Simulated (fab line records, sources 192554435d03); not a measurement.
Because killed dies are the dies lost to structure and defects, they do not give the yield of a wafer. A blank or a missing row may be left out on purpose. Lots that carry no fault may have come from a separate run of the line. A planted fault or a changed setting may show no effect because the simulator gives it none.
Chamber matching | flow n5Finfet | 3 sister chambers for N5_FIN_SAQP_PECVD_06 on pecvd-03
The step deposits a-Si from SiH4/He, target thk 60 nm, time 48.1 s. 6 wafers are shown with their chamber, then 8 later ones without.

== EACH WAFER AND ITS CHAMBER ==
wafer  | chamber | throttleValvePct (%) | heaterPowerW (W)
L090.1 | 1       | 20.8                 | 887
L090.4 | 0       | 18.8                 | 758
L092.2 | 1       | 20.9                 | 867
L092.3 | 2       | 16.7                 | 1022
L092.5 | 2       | 16.9                 | 988
L094.2 | 0       | 18.7                 | 828

== WAFERS WITH NO CHAMBER GIVEN ==
wafer  | throttleValvePct (%) | heaterPowerW (W)
L094.5 | 20.8                 | 891
L094.6 | 16.7                 | 996
L096.1 | 18.9                 | 828
L096.2 | 21.0                 | 979
L096.6 | 18.4                 | 844
L097.1 | 21.0                 | 913
L097.3 | 18.9                 | 892
L097.5 | 18.7                 | 869

== WHICH CHAMBER EACH WENT THROUGH ==
wafer  | from the rows above | in truth
L094.5 | 1                   | 1
L094.6 | 2                   | 2
L096.1 | 0                   | 0
L096.2 | 1                   | 1
L096.6 | 0                   | 0
L097.1 | 1                   | 1
L097.3 | 0                   | 0
L097.5 | 0                   | 0
8 of 8 placed correctly. Number that these rows cannot place: 0. Number placed wrongly: 0.
How it was worked out, from the rows above alone: a wafer's distance from a chamber is the root of the sum, over the readings, of the square of ((its reading less the chamber's mean) divided by the reading's scatter). If the next closest chamber is less than 2 further off than the closest, the wafer can't be placed; otherwise it belongs to the closest. The mean given for a chamber averages the wafers shown for that chamber. The scatter is the square root of a quotient: the sum, over the shown wafers, of each reading's squared deviation from its chamber's mean, divided by wafers minus chambers.
